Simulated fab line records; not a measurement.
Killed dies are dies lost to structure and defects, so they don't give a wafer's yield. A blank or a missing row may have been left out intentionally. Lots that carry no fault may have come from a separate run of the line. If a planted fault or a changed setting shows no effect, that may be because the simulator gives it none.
Which tool is to blame? ; flow nand-harc ; 36 wafers from 12 lots sampled at 4 of the route's 1159 steps

== WHAT EACH GAUGE READ, for each wafer ==
NHARC_A_CONTACT_CD_MEAS_08 targets a cd of 100 nm.
lot;measured;on;cd-nm (nm)
L075;day 17 06:36;cd-sem-01;100.3 101.0 100.3
L076;day 17 11:00;cd-sem-01;100.7 99.5 99.6
L079;day 18 03:24;cd-sem-01;100.0 99.9 99.4
L082;day 18 16:28;cd-sem-03;99.7 100.2 99.6
L083;day 19 03:47;cd-sem-03;99.7 98.9 99.4
L084;day 19 11:58;cd-sem-03;99.8 99.7 100.1
L087;day 19 20:53;cd-sem-01;100.2 99.5 100.0
L089;day 20 07:03;cd-sem-02;99.9 99.8 99.5
L091;day 21 03:17;cd-sem-03;99.4 100.3 99.7
L092;day 21 15:22;cd-sem-03;98.6 98.7 98.7
L095;day 21 23:10;cd-sem-03;100.0 100.1 99.7
L096;day 23 04:22;cd-sem-02;100.4 100.4 100.4

== TOOL THAT RAN EACH LOT (tool first, then ch and the chambers of the sampled wafers, then the start) ==
lot;NHARC_A_CONTACT_ETCH_114;NHARC_A_CONTACT_ETCH_127;NHARC_A_CONTACT_ETCH_129
L075;har-cap-etch-02 ch 0,1, day 16 17:49;har-cap-etch-01 ch 0,1, day 17 01:55;har-cap-etch-01 ch 0,1, day 17 02:12
L076;har-cap-etch-02 ch 0,1, day 16 21:55;har-cap-etch-03 ch 0,1, day 17 04:52;har-cap-etch-03 ch 0,1, day 17 05:09
L079;har-cap-etch-01 ch 0,1, day 17 14:04;har-cap-etch-02 ch 0,1, day 17 22:15;har-cap-etch-02 ch 0,1, day 17 22:32
L082;har-cap-etch-02 ch 0,1, day 18 02:57;har-cap-etch-02 ch 0,1, day 18 11:02;har-cap-etch-02 ch 0,1, day 18 11:19
L083;har-cap-etch-03 ch 0,1, day 18 14:37;har-cap-etch-01 ch 0,1, day 18 21:40;har-cap-etch-01 ch 0,1, day 18 21:58
L084;har-cap-etch-03 ch 0,1, day 19 00:06;har-cap-etch-03 ch 0,1, day 19 07:28;har-cap-etch-03 ch 0,1, day 19 07:45
L087;har-cap-etch-02 ch 0,1, day 19 06:53;har-cap-etch-01 ch 0,1, day 19 14:01;har-cap-etch-01 ch 0,1, day 19 14:23
L089;har-cap-etch-02 ch 0,1, day 19 18:44;har-cap-etch-01 ch 0,1, day 20 02:17;har-cap-etch-01 ch 0,1, day 20 02:35
L091;har-cap-etch-03 ch 0,1, day 20 13:04;har-cap-etch-01 ch 0,1, day 20 20:00;har-cap-etch-01 ch 0,1, day 20 20:17
L092;har-cap-etch-02 ch 0,1, day 20 21:37;har-cap-etch-02 ch 0,1, day 21 08:10;har-cap-etch-02 ch 0,1, day 21 08:28
L095;har-cap-etch-03 ch 0,1, day 21 10:14;har-cap-etch-01 ch 0,1, day 21 18:37;har-cap-etch-01 ch 0,1, day 21 18:54
L096;har-cap-etch-03 ch 0,1, day 22 15:52;har-cap-etch-01 ch 0,1, day 22 23:26;har-cap-etch-01 ch 0,1, day 22 23:43
- NHARC_A_CONTACT_ETCH_114: etches the open film in C4F8/O2/Ar, time 94 s, target depth 922 nm.
- NHARC_A_CONTACT_ETCH_127: etches the open film in C4F8/O2/Ar, time 155 s, target depth 956 nm.
- NHARC_A_CONTACT_ETCH_129: etches the open film in C4F8/O2/Ar, time 155 s, target depth 956 nm.

== THE ANSWER, worked out from the rows above alone ==
Rule: the lots themselves supply what counts as usual. Put in order of their means at a reading, lots are off if they are a third of the lots or fewer, leave a main group of 4 or more, and stand apart from it by a gap of 3 or more times the standard deviation of the main group's means; of several such gaps the widest counts. The tables above print the reading to a certain number of digits; a main group whose means all agree to those digits is not used. A lot without any number at a reading at which 4 lots or more have one is off too. Any other lot the step has rows for is counted as sound.
Nothing can be told from this: no lot is off at any reading shown.

== WHAT THE SIMULATOR HAD PUT IN ==
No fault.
